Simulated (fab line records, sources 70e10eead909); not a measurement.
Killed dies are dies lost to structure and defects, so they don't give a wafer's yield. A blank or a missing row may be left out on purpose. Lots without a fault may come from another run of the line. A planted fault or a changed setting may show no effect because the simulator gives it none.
Problem report in the 8D (eight disciplines) form, filled by code | flow nand_harc | the parts of the form that need people (team, actions taken, sign-off) are left out

1. THE PROBLEM
cd_nm at NHARC_A_M1_CD_MEAS_09 reads a mean of 115.6 nm on 3 wafers of 2 lots; wafers without a fault read 119.8 nm with a standard deviation of 0.47. That is -9.0 standard deviations from the usual mean.
The step: target cd 120 nm.
First seen on wafer L253.2, day 21 12:25, on cd_sem-01. The record holds 36 wafers of 12 lots with a number at this step. Rule for "out", or "out of limits": more than 4 standard deviations from the usual mean. The other wafers with a number count as sound.

2. WHAT IT IS AND WHAT IT IS NOT
question                    | is                     | is not
which readings at this step | cd_nm                  | -
which lots                  | L253, L257             | L239, L241, L243, L244, L245, L246, L248, L252, L260, L261
which wafers of those lots  | L253.2, L257.3, L257.4 | L253.1, L253.5, L257.1
read on which gauges        | cd_sem-01, cd_sem-03   | cd_sem-02
when                        | from day 21 12:25      | up to then (23 sound wafers); but 10 sound wafers of L252, L257, L260, L261 came after

3. SUSPECTS, AND WHAT RULES EACH OUT
Counting: a tool at a process step up to the reading stays a suspect if it ran every lot that is out. Sound lots after the first of them don't rule it out here, since some wafers of a struck lot are sound.
- the gauge at NHARC_A_M1_CD_MEAS_09: ruled out. The wafers that are out were read on 2 gauges (cd_sem-01, cd_sem-03).
- litho_track-01 at NHARC_A_M1_PEB_07 (peb time 65 s): kept. It ran every lot that is out, first L253 (day 21 12:20); its last sound lot up to then is L248 (day 20 06:40). Its own readings are out on those wafers: heater_power_total_W.
Left after counting: litho_track-01 at NHARC_A_M1_PEB_07.

4. THE CAUSE (what the simulator had put in)
Process parameter drift: litho_track-01, from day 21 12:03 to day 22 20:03, at NHARC_A_M1_PEB_07. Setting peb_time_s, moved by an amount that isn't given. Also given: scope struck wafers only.
Counting left only this tool.

5. THE CHAIN OF EFFECTS, in route order
Each row: a reading whose mean over the struck wafers that have a number lies more than 3 standard deviations from the usual. Only readings for which the record gives a usual standard deviation are gone through. hours: the time from each lot's start at the first step in this table that gives one to its start at this step, as a median over the lots. sigmas: the change in usual standard deviations.
hours | step                  | reading              | usual    | on struck wafers | change | sigmas
0     | NHARC_A_M1_PEB_07     | heater_power_total_W | 156.6 W  | 166.8            | +10.2  | +25
0     | NHARC_A_M1_CD_MEAS_09 | cd_nm                | 119.8 nm | 115.6            | -4.2   | -9.0
The process steps in it:
- NHARC_A_M1_PEB_07: peb time 65 s.

6. WHAT WOULD HAVE CAUGHT IT SOONER
In this record the first reading out of limits at a measuring or inspecting step was taken at day 21 12:25, 0 hours after the fault began at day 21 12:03.
The tool's own readings at NHARC_A_M1_PEB_07 were out on every struck wafer that the step has a row for (heater_power_total_W): an alarm limit on them would have fired on the first of those.
Of the lots that are out (2), L257 began NHARC_A_M1_PEB_07 on litho_track-01 after day 21 12:25. A hold on the tool at that time would have spared it.
